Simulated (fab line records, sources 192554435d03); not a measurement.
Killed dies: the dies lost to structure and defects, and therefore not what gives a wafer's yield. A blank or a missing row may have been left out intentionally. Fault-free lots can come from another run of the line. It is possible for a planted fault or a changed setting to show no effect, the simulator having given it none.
fab line records	flow n5Finfet
record lots=7	wafers=39
route steps=1938 shown BEOL_M3@980 BEOL_M7@1267 BEOL_M11@1592 BEOL_M15@1773
startH: start of the lot's first displayed wafer, in hours after the record's first day	waitH: hours from the lot's prior step to this one	" repeats the value in the row above	L1.1+2: one row covering several wafers at once	- no value, or no start was given	* or withheld: withheld	< > ~ a bound
route shown NAME@n: a module of which the file shows steps, and the number in the route of the first	usual: the fault-free wafers' mean and standard deviation	same: alike in all rows	chamber/n: place in a boat	sites: the reading at each site	_std_site: their standard deviation	_edge_site: the outer-site mean with the inner-site mean subtracted	radiusMm: for every site, how far away it sits from the centre of the wafer	mask NAME#n: copy n	behind: tool/chamber where the wafer was last shaped	hold: the reason the lot was held/the length of the hold in hours/how it ended	device: the transistor (n, p or np) that didn't switch	end of line: the same wafers' tests at the end of the route	a step given without rows: its recipe and nothing more	killed: not the wafer's yield, but the dies lost to structure and defects at the first sort	map: a wafer's dies, marking killed ones x, the rest . and places with no die _
set.NAME: setting as actually run; set.NAME@STEP: the setting as run at that earlier step	model.NAME: the simulator's own value behind a step, which no gauge read
lots with deliberately changed settings; one table per step, one row per wafer
## steps
# step N5_BEOL_M3_TRENCH_ETCH_37
# recipe chemistry=C4F6/O2	targetDepthA=555.55	target=SiOC	timeS=29.2	ionEnergyEv=250	pressureMtorr=30	sourceW=355	biasW=185	Ar_flow_sccm=300	C4F6_flow_sccm=10	O2_flow_sccm=10
lot.wafer	tool	chamber	startH	waitH	set.targetDepthA	model.etch.depthNm	model.BEOL_M3.featureDepthNm	model.TiN_of_BEOL_M3_HM_DEP_02.thkNm
L075.1	rieDiel-05	1	-	-	555.55	54.19	54.2	18.2
L075.2	"	0	"	"	555.55	55.47	55.4	18.2
L075.3	"	2	"	"	555.55	56.13	56.2	17.8
L075.4	"	3	"	"	555.55	54.94	55	17.8
L075.5	"	2	"	"	555.55	56.02	56	18.2
L075.6	"	3	"	"	555.55	54.98	55	17.8
L076.1	rieDiel-05	2	-	-	256.6	25.98	26	18.8
L076.2	"	1	"	"	555.55	54.31	54.4	17.4
L076.3	"	3	"	"	555.55	55.29	55.2	17.6
L076.4	"	0	"	"	256.6	25.54	25.6	18.8
L076.5	"	0	"	"	555.55	55.07	55	17.2
L076.6	"	1	"	"	256.6	25.04	25	19
L079.4	rieDiel-04	3	-	-	555.55	55.28	55.2	17.8
L079.5	"	0	"	"	555.55	55.31	55.4	17.8
L079.6	"	1	"	"	555.55	55.57	55.6	17.8
L086.1	rieDiel-04	1	-	-	555.55	55.68	55.6	17.8
L086.2	"	2	"	"	555.55	53.69	53.6	18
L086.3	"	0	"	"	555.55	54.87	54.8	17.8
L086.4	"	3	"	"	555.55	55.18	55.2	18
L086.5	"	2	"	"	555.55	53.62	53.6	17.8
L086.6	"	3	"	"	555.55	54.68	54.6	18
L088.1	rieDiel-04	0	-	-	555.55	55.66	55.6	18
L088.2+5	"	3	"	"	555.55	55.4	55.4	17.8
L088.3	"	1	"	"	555.55	56.36	56.4	17.8
L088.4	"	2	"	"	555.55	55.03	55	18
L088.6	"	2	"	"	555.55	54.75	54.8	18
L092.1	rieDiel-03	0	-	-	555.55	56.45	56.4	17.8
L092.2	"	3	"	"	555.55	57.22	57.2	17.6
L092.3	"	2	"	"	555.55	55.83	55.8	17.6
L092.4	"	1	"	"	555.55	55.83	55.8	17.8
L092.5	"	1	"	"	555.55	55.67	55.6	17.8
L092.6	"	0	"	"	555.55	56.45	56.4	17.6
L096.1	rieDiel-05	3	-	-	761.7	75.44	75.4	16.2
L096.2	"	0	"	"	555.55	56.66	56.6	17.4
L096.3	"	2	"	"	761.7	77.62	77.6	16.4
L096.4	"	1	"	"	761.7	76.26	76.2	16.8
L096.5	"	3	"	"	555.55	55	55	17.4
L096.6	"	0	"	"	555.55	56.3	56.2	17.2
# step N5_BEOL_M3_ETCH_41
# recipe chemistry=CH3F/O2	target=SiCN	targetDepthA=299	taperDeg=2	timeS=52.5	ionEnergyEv=120	maskMaterial=TiN	pressureMtorr=30	sourceW=395	biasW=75	Ar_flow_sccm=150	CH3F_flow_sccm=30	O2_flow_sccm=20
# step N5_BEOL_M3_STRIP_97
# recipe chemistry=N2/H2	timeS=10	powerW=450	tempC=40	pressureMtorr=20	rfFrequencyHz=6e+07	biasPowerW=7	n2FlowSccm=200	h2FlowSccm=200
# step N5_BEOL_M3_OCD_MEAS_38
# usual trenchDepthNm=55.6/0.78
lot.wafer	tool	chamber	startH	waitH	set.targetDepthA@BEOL_M3_TRENCH_ETCH_37	trenchDepthNm
L075.1	ocd-02	-	152.69	-	555.55	54.4
L075.2	"	-	"	"	555.55	55.5
L075.3	"	-	"	"	555.55	56.5
L075.4	"	-	"	"	555.55	54.6
L075.5	"	-	"	"	555.55	56.0
L075.6	"	-	"	"	555.55	54.9
L076.1	ocd-01	-	169.16	-	256.6	26.4
L076.2	"	-	"	"	555.55	54.5
L076.3	"	-	"	"	555.55	55.1
L076.4	"	-	"	"	256.6	25.4
L076.5	"	-	"	"	555.55	55.2
L076.6	"	-	"	"	256.6	25.2
L079.4	ocd-01	-	172.51	-	555.55	55.3
L079.5	"	-	"	"	555.55	55.2
L079.6	"	-	"	"	555.55	55.8
L086.1	ocd-01	-	223.75	-	555.55	56.0
L086.2	"	-	"	"	555.55	53.1
L086.3	"	-	"	"	555.55	54.4
L086.4	"	-	"	"	555.55	55.2
L086.5	"	-	"	"	555.55	54.0
L086.6	"	-	"	"	555.55	54.9
L088.1	ocd-02	-	233.80	-	555.55	55.5
L088.2	"	-	"	"	555.55	55.5
L088.3	"	-	"	"	555.55	56.4
L088.4	"	-	"	"	555.55	54.9
L088.5	"	-	"	"	555.55	55.6
L088.6	"	-	"	"	555.55	55.4
L092.1	ocd-01	-	252.29	-	555.55	56.9
L092.2	"	-	"	"	555.55	57.6
L092.3	"	-	"	"	555.55	55.9
L092.4	"	-	"	"	555.55	55.6
L092.5	"	-	"	"	555.55	55.9
L092.6	"	-	"	"	555.55	56.5
L096.1	ocd-02	-	281.70	-	761.7	75.3
L096.2	"	-	"	"	555.55	56.4
L096.3	"	-	"	"	761.7	78.3
L096.4	"	-	"	"	761.7	76.2
L096.5	"	-	"	"	555.55	55.3
L096.6	"	-	"	"	555.55	56.5
# step N5_BEOL_M7_HM_DEP_02
# recipe material=TiN	targetThkA=200	tempC=25	chamberPressurePa=0.49996
lot.wafer	tool	chamber	startH	waitH	set.targetThkA	model.TiN_of_BEOL_M7_HM_DEP_02.thkNm
L075.1+4	pvdSputter-01	-	192.43	1.1	200	20
L075.2	"	-	"	"	200	20.4
L075.3	"	-	"	"	200	20.2
L075.5+6	"	-	"	"	200	19.8
L076.1+5	pvdSputter-01	-	207.39	2.3	200	19.6
L076.2+3	"	-	"	"	100.3	9.8
L076.4	"	-	"	"	200	19.4
L076.6	"	-	"	"	100.3	9.4
L079.4+5+6	pvdSputter-02	-	208.09	1.3	200	20
L086.1	pvdSputter-01	-	265.11	0.4	259.2	26
L086.2	"	-	"	"	259.2	25.8
L086.3+6	"	-	"	"	200	19.6
L086.4	"	-	"	"	259.2	25.6
L086.5	"	-	"	"	200	20
L088.1+3	pvdSputter-02	-	267.61	1.3	200	20.2
L088.2	"	-	"	"	200	19.8
L088.4	"	-	"	"	301.4	30
L088.5	"	-	"	"	301.4	30.4
L088.6	"	-	"	"	301.4	29.8
L092.1+6	pvdSputter-01	-	293.41	1.6	200	19.8
L092.2	"	-	"	"	298.2	29.4
L092.3	"	-	"	"	200	20
L092.4+5	"	-	"	"	298.2	29.8
L096.1+3	pvdSputter-03	-	319.88	0.3	243.8	24.2
L096.2	"	-	"	"	243.8	24.4
L096.4+6	"	-	"	"	200	19.8
L096.5	"	-	"	"	200	20
# step N5_BEOL_M7_COAT_59
# recipe resist=SOC	tempC=250	timeS=60	spinRpm=1500	resistThkNm=100
# step N5_BEOL_M7_COAT_60
# recipe resist=SiARC	tempC=220	timeS=60	spinRpm=1500	resistThkNm=35
# step N5_BEOL_M7_STRIP_68
# recipe chemistry=N2/H2	tempC=40	n2FlowSccm=200	h2FlowSccm=200	rfFrequencyHz=6e+07
# step N5_BEOL_M7_STRIP_67
# recipe chemistry=CF4	resist=SiARC	powerW=300	biasPowerW=75	pressureMtorr=50	cf4FlowSccm=150	rfFrequencyHz=6e+07
# step N5_BEOL_M7_HM_OPEN_17
# recipe chemistry=Cl2/BCl3	targetDepthA=200	overetchA=60	target=TiN	maskMaterial=SOC	ionEnergyEv=150	pressureMtorr=10	icpW=1000	biasW=126	Cl2_flow_sccm=53.25	bcl3FlowSccm=21.75	Ar_flow_sccm=25
# usual oesProductAu=0.66/0.079
lot.wafer	tool	chamber	startH	waitH	set.targetThkA@BEOL_M7_HM_DEP_02	oesProductAu	model.etch.depthNm
L075.1	rieMetal-01	0	193.29	0.0	200	0.68	19.95
L075.2	"	1	"	"	200	0.75	20.38
L075.3	"	1	"	"	200	0.75	20.27
L075.4	"	0	"	"	200	0.69	19.95
L075.5	"	1	"	"	200	0.74	19.81
L075.6	"	0	"	"	200	0.68	19.89
L076.1	rieMetal-01	1	208.13	0.0	200	0.72	19.52
L076.2	"	0	"	"	100.3	0.49	9.885
L076.3	"	0	"	"	100.3	0.49	9.818
L076.4	"	1	"	"	200	0.72	19.38
L076.5	"	0	"	"	200	0.67	19.58
L076.6	"	1	"	"	100.3	0.52	9.466
L079.4	rieMetal-01	1	208.99	0.1	200	0.74	19.97
L079.5	"	1	"	"	200	0.73	20.07
L079.6	"	0	"	"	200	0.68	19.97
L086.1	rieMetal-01	1	266.08	0.0	259.2	0.83	26.09
L086.2	"	0	"	"	259.2	0.76	25.43
L086.3	"	1	"	"	200	0.71	19.63
L086.4	"	0	"	"	259.2	0.76	25.62
L086.5	"	1	"	"	200	0.72	20.03
L086.6	"	0	"	"	200	0.66	19.68
L088.1	rieMetal-02	0	268.47	0.0	200	0.55	20.22
L088.2	"	1	"	"	200	0.52	19.78
L088.3	"	1	"	"	200	0.53	20.13
L088.4	"	0	"	"	301.4	0.64	25.85
L088.5	"	1	"	"	301.4	0.61	25.91
L088.6	"	0	"	"	301.4	0.64	25.92
L092.1	rieMetal-03	1	294.16	0.0	200	0.70	19.82
L092.2	"	1	"	"	298.2	0.84	26.74
L092.3	"	1	"	"	200	0.70	20.01
L092.4	"	1	"	"	298.2	0.84	26.97
L092.5	"	1	"	"	298.2	0.83	26.59
L092.6	"	1	"	"	200	0.70	19.76
L096.1	rieMetal-01	0	321.49	0.0	243.8	0.73	24.27
L096.2	"	1	"	"	243.8	0.79	24.34
L096.3	"	0	"	"	243.8	0.72	24.13
L096.4	"	1	"	"	200	0.69	19.74
L096.5	"	0	"	"	200	0.65	19.92
L096.6	"	1	"	"	200	0.70	19.73
# step N5_BEOL_M7_STRIP_19
# recipe chemistry=O2	powerW=400	tempC=40	pressureMtorr=30	rfFrequencyHz=6e+07	biasPowerW=0	overashFraction=0.2	o2FlowSccm=225
# step N5_BEOL_M7_ETCH_41
# recipe chemistry=CH3F/O2	target=SiCN	targetDepthA=319	taperDeg=2	timeS=57.8	ionEnergyEv=120	maskMaterial=TiN	pressureMtorr=30	sourceW=395	biasW=75	Ar_flow_sccm=150	CH3F_flow_sccm=30	O2_flow_sccm=20
# step N5_BEOL_M7_STRIP_80
# recipe chemistry=N2/H2	timeS=10	powerW=450	tempC=40	pressureMtorr=20	rfFrequencyHz=6e+07	biasPowerW=7	n2FlowSccm=200	h2FlowSccm=200
# step N5_BEOL_M7_OCD_MEAS_38
# usual trenchDepthNm=93.5/1.3
lot.wafer	tool	chamber	startH	waitH	set.targetThkA@BEOL_M7_HM_DEP_02	trenchDepthNm
L075.1	ocd-01	-	194.47	-	200	93.2
L075.2	"	-	"	"	200	92.3
L075.3	"	-	"	"	200	91.2
L075.4	"	-	"	"	200	94.5
L075.5	"	-	"	"	200	94.6
L075.6	"	-	"	"	200	93.8
L076.1	ocd-01	-	209.61	-	200	95.9
L076.2	"	-	"	"	100.3	93.1
L076.3	"	-	"	"	100.3	93.6
L076.4	"	-	"	"	200	93.2
L076.5	"	-	"	"	200	94.4
L076.6	"	-	"	"	100.3	96.0
L079.4	ocd-01	-	210.62	-	200	94.3
L079.5	"	-	"	"	200	94.0
L079.6	"	-	"	"	200	93.5
L086.1	ocd-01	-	267.64	-	259.2	92.1
L086.2	"	-	"	"	259.2	93.9
L086.3	"	-	"	"	200	93.8
L086.4	"	-	"	"	259.2	94.4
L086.5	"	-	"	"	200	94.0
L086.6	"	-	"	"	200	92.5
L088.1	ocd-02	-	269.61	-	200	94.7
L088.2	"	-	"	"	200	90.3
L088.3	"	-	"	"	200	93.4
L088.4	"	-	"	"	301.4	5.5
L088.5	"	-	"	"	301.4	3.1
L088.6	"	-	"	"	301.4	7.1
L092.1	ocd-02	-	303.34	-	200	96.2
L092.2	"	-	"	"	298.2	41.2
L092.3	"	-	"	"	200	92.6
L092.4	"	-	"	"	298.2	35.9
L092.5	"	-	"	"	298.2	23.2
L092.6	"	-	"	"	200	95.1
L096.1	ocd-02	-	327.43	-	243.8	93.6
L096.2	"	-	"	"	243.8	91.4
L096.3	"	-	"	"	243.8	93.9
L096.4	"	-	"	"	200	95.0
L096.5	"	-	"	"	200	94.3
L096.6	"	-	"	"	200	95.6
# step N5_BEOL_M11_CVD_75
# recipe material=Co	targetThkA=20	tempC=withheld	precursor=CCTBA/H2	pressureTorr=30	timeS=138.9
lot.wafer	tool	chamber	startH	waitH	set.targetThkA	model.Co_of_BEOL_M11_CVD_75.thkNm
L075.1+2+3	cvdCo-01	0,2,1	224.45	0.3	20	2
L075.4+6	"	0,2	"	"	11	1
L075.5	"	1	"	"	11	1.2
L076.1+2	cvdCo-02	1,2	243.49	0.1	20	2.2
L076.3+5+6	"	0,1,2	"	"	9.151	1
L076.4	"	0	"	"	20	2
L079.4	cvdCo-01	0	245.40	0.1	20	2.2
L079.5+6	"	2,1	"	"	20	2
L088.1+6	cvdCo-01	1,2	311.23	0.3	15.49	1.6
L088.2+3+5	"	2,0,0	"	"	20	2
L088.4	"	1	"	"	15.49	1.4
L086.1	cvdCo-02	1	311.96	0.0	20	2
L086.2+6	"	0	"	"	20	1.8
L086.3	"	0	"	"	15.14	1.4
L086.4+5	"	1	"	"	15.14	1.6
L092.1+2+3+4+5	cvdCo-01	2,1,0,0,2	346.41	0.0	20	2
L092.6	"	1	"	"	20	1.8
L096.1+6	cvdCo-01	1,2	357.82	0.1	20	2
L096.2+3	"	2,0	"	"	30.02	3
L096.4	"	0	"	"	30.02	2.8
L096.5	"	1	"	"	20	1.8
# step N5_BEOL_M15_ILD_DEP_00
# recipe material=SiO2	targetThkA=16293	tempC=400	precursor=TEOS/O2	pressureTorr=6.5	rfW=900	teosFlowSccm=161.4	gas=O2	flowSccm=2650	timeS=346.1
lot.wafer	tool	chamber	startH	waitH	set.targetThkA	model.SiO2_of_BEOL_M15_ILD_DEP_00.thkNm
L075.1	pecvd-04	2	244.68	0.0	16293	1623
L075.2	"	0	"	"	21290	2100
L075.3	"	1	"	"	21290	2158
L075.4	"	2	"	"	16293	1665
L075.5	"	1	"	"	21290	2167
L075.6	"	0	"	"	16293	1626
L076.1	pecvd-02	1	264.41	0.0	16293	1625
L076.2	"	0	"	"	20150	2004
L076.3	"	2	"	"	16293	1644
L076.4	"	1	"	"	20150	2031
L076.5	"	0	"	"	20150	2035
L076.6	"	2	"	"	16293	1655
L079.4	pecvd-04	2	266.14	0.1	16293	1650
L079.5	"	0	"	"	16293	1647
L079.6	"	1	"	"	16293	1677
L088.1	pecvd-01	1	328.47	0.0	11660	1174
L088.2	"	2	"	"	11660	1191
L088.3	"	0	"	"	16293	1627
L088.4	"	0	"	"	11660	1176
L088.5	"	1	"	"	16293	1649
L088.6	"	2	"	"	16293	1679
L086.1	pecvd-02	2	336.79	0.0	16293	1636
L086.2	"	1	"	"	16293	1595
L086.3	"	0	"	"	16293	1619
L086.4	"	0	"	"	16293	1644
L086.5	"	1	"	"	16293	1652
L086.6	"	2	"	"	16293	1663
L092.1	pecvd-04	1	364.30	0.0	16293	1616
L092.2	"	2	"	"	16293	1606
L092.3	"	0	"	"	16293	1593
L092.4	"	1	"	"	16293	1648
L092.5	"	0	"	"	16293	1599
L092.6	"	2	"	"	16293	1614
L096.1	pecvd-04	0	382.97	0.0	21790	2171
L096.2	"	1	"	"	21790	2209
L096.3	"	2	"	"	16293	1636
L096.4	"	2	"	"	16293	1664
L096.5	"	1	"	"	21790	2220
L096.6	"	0	"	"	16293	1646
# step N5_BEOL_M15_THK_MEAS_01
# recipe reads=SiO2_of_BEOL_M15_ILD_DEP_00
# usual M15_ILD_THK=1637/20
lot.wafer	tool	chamber	startH	waitH	set.targetThkA@BEOL_M15_ILD_DEP_00	M15_ILD_THK[nm]
L075.1	filmMetro-01	-	244.93	0.1	16293	1624
L075.2	"	-	"	"	21290	2099
L075.3	"	-	"	"	21290	2158
L075.4	"	-	"	"	16293	1666
L075.5	"	-	"	"	21290	2167
L075.6	"	-	"	"	16293	1626
L076.1	filmMetro-01	-	264.66	0.1	16293	1626
L076.2	"	-	"	"	20150	2003
L076.3	"	-	"	"	16293	1644
L076.4	"	-	"	"	20150	2030
L076.5	"	-	"	"	20150	2034
L076.6	"	-	"	"	16293	1654
L079.4	filmMetro-02	-	266.28	0.0	16293	1651
L079.5	"	-	"	"	16293	1647
L079.6	"	-	"	"	16293	1676
L088.1	filmMetro-01	-	328.72	0.1	11660	1173
L088.2	"	-	"	"	11660	1191
L088.3	"	-	"	"	16293	1626
L088.4	"	-	"	"	11660	1176
L088.5	"	-	"	"	16293	1649
L088.6	"	-	"	"	16293	1678
L086.1	filmMetro-02	-	337.03	0.1	16293	1636
L086.2	"	-	"	"	16293	1594
L086.3	"	-	"	"	16293	1619
L086.4	"	-	"	"	16293	1644
L086.5	"	-	"	"	16293	1651
L086.6	"	-	"	"	16293	1662
L092.1	filmMetro-01	-	364.55	0.1	16293	1617
L092.2	"	-	"	"	16293	1607
L092.3	"	-	"	"	16293	1593
L092.4	"	-	"	"	16293	1648
L092.5	"	-	"	"	16293	1598
L092.6	"	-	"	"	16293	1614
L096.1	filmMetro-01	-	383.22	0.1	21790	2171
L096.2	"	-	"	"	21790	2210
L096.3	"	-	"	"	16293	1637
L096.4	"	-	"	"	16293	1664
L096.5	"	-	"	"	21790	2220
L096.6	"	-	"	"	16293	1646
# step N5_BEOL_M15_COAT_58
# recipe resist=BARC	tempC=205	timeS=60	spinRpm=1500	resistThkNm=89
# step N5_BEOL_M15_COAT_04
# recipe spinRpm=1704	resistThkNm=800
# step N5_BEOL_M15_DESCUM_15
# recipe chemistry=O2	timeS=7.9	sourcePowerW=50	biasPowerW=20	pressureMtorr=20	rfFrequencyHz=2.712e+07	tempC=40	o2FlowSccm=225
# step N5_BEOL_M15_ETCH_59
# recipe chemistry=N2/H2	target=BARC	targetDepthA=890	overetchA=267	timeS=67.9	ionEnergyEv=200	pressureMtorr=30	sourceW=840	biasW=150	n2FlowSccm=200	h2FlowSccm=200
# step N5_BEOL_M15_VIA_ETCH_16
# recipe chemistry=C4F8/O2/Ar	target=SiO2	heInnerTorr=15	heOuterTorr=30	targetDepthA=17922	timeS=withheld	ionEnergyEv=800	pressureMtorr=20	sourceW=1905	biasW=2040	Ar_flow_sccm=400	C4F8_flow_sccm=16	O2_flow_sccm=12	ends=cleared
lot.wafer	tool	chamber	startH	waitH	set.targetThkA@BEOL_M15_ILD_DEP_00	model.etch.depthNm	model.coat_of_BEOL_M15_COAT_04.thkNm
L075.1	rieDiel-05	3	245.53	0.0	16293	1623	338
L075.2	"	2	"	"	21290	2100	212
L075.3	"	0	"	"	21290	2158	206.4
L075.4	"	1	"	"	16293	1665	318.4
L075.5	"	0	"	"	21290	2167	201.6
L075.6	"	1	"	"	16293	1626	328.6
L076.1	rieDiel-04	2	265.14	0.0	16293	1625	335.6
L076.2	"	1	"	"	20150	2004	250
L076.3	"	3	"	"	16293	1644	330
L076.4	"	2	"	"	20150	2031	241.6
L076.5	"	1	"	"	20150	2035	244
L076.6	"	3	"	"	16293	1655	327.6
L079.4	rieDiel-04	1	267.01	0.1	16293	1650	329.4
L079.5	"	3	"	"	16293	1647	328.2
L079.6	"	2	"	"	16293	1677	323.6
L088.1	rieDiel-03	1	329.20	0.0	11660	1174	444.8
L088.2	"	3	"	"	11660	1191	439
L088.3	"	2	"	"	16293	1627	336
L088.4	"	0	"	"	11660	1176	442.4
L088.5	"	0	"	"	16293	1649	331.6
L088.6	"	1	"	"	16293	1679	327
L086.1	rieDiel-05	2	337.51	0.0	16293	1636	325.2
L086.2	"	0	"	"	16293	1595	340
L086.3	"	3	"	"	16293	1619	344
L086.4	"	1	"	"	16293	1644	326.4
L086.5	"	0	"	"	16293	1652	328
L086.6	"	1	"	"	16293	1663	323
L092.1	rieDiel-05	1	365.03	0.0	16293	1616	330
L092.2	"	3	"	"	16293	1606	342.2
L092.3	"	0	"	"	16293	1593	339
L092.4	"	2	"	"	16293	1648	319.6
L092.5	"	2	"	"	16293	1599	329.4
L092.6	"	1	"	"	16293	1614	330.8
L096.1	rieDiel-04	1	383.71	0.0	21790	2171	210
L096.2	"	2	"	"	21790	2209	201.4
L096.3	"	0	"	"	16293	1636	334.6
L096.4	"	3	"	"	16293	1664	327.2
L096.5	"	3	"	"	21790	2220	194.6
L096.6	"	0	"	"	16293	1646	332.8
## key
split step=N5_BEOL_M3_TRENCH_ETCH_37	setting=targetDepthA	stated=555.55	by=wafer
response step=N5_BEOL_M3_TRENCH_ETCH_37	reading=model.etch.depthNm	change=+0.548	per=1%	r=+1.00
response step=N5_BEOL_M3_TRENCH_ETCH_37	reading=model.BEOL_M3.featureDepthNm	change=+0.547	per=1%	r=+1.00
response step=N5_BEOL_M3_TRENCH_ETCH_37	reading=model.TiN_of_BEOL_M3_HM_DEP_02.thkNm	change=-0.026	per=1%	r=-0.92
response step=N5_BEOL_M3_OCD_MEAS_38	reading=trenchDepthNm	change=+0.546	per=1%	r=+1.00
split step=N5_BEOL_M7_HM_DEP_02	setting=targetThkA	stated=200	by=wafer
response step=N5_BEOL_M7_HM_DEP_02	reading=model.TiN_of_BEOL_M7_HM_DEP_02.thkNm	change=+0.199	per=1%	r=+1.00
response step=N5_BEOL_M7_HM_OPEN_17	reading=oesProductAu	change=+0.00292	per=1%	r=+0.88
response step=N5_BEOL_M7_HM_OPEN_17	reading=model.etch.depthNm	change=+0.158	per=1%	r=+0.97
response step=N5_BEOL_M7_OCD_MEAS_38	reading=trenchDepthNm	shape=bent	atLowest=94.2	atStated=93.9	atHighest=5.2
split step=N5_BEOL_M11_CVD_75	setting=targetThkA	stated=20	by=wafer
response step=N5_BEOL_M11_CVD_75	reading=model.Co_of_BEOL_M11_CVD_75.thkNm	change=+0.0201	per=1%	r=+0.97
split step=N5_BEOL_M15_ILD_DEP_00	setting=targetThkA	stated=16293	by=wafer
response step=N5_BEOL_M15_ILD_DEP_00	reading=model.SiO2_of_BEOL_M15_ILD_DEP_00.thkNm	change=+16.4	per=1%	r=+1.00
response step=N5_BEOL_M15_THK_MEAS_01	reading=M15_ILD_THK	change=+16.4	per=1%	r=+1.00
response step=N5_BEOL_M15_VIA_ETCH_16	reading=model.etch.depthNm	change=+16.4	per=1%	r=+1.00
response step=N5_BEOL_M15_VIA_ETCH_16	reading=model.coat_of_BEOL_M15_COAT_04.thkNm	change=-3.85	per=1%	r=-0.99
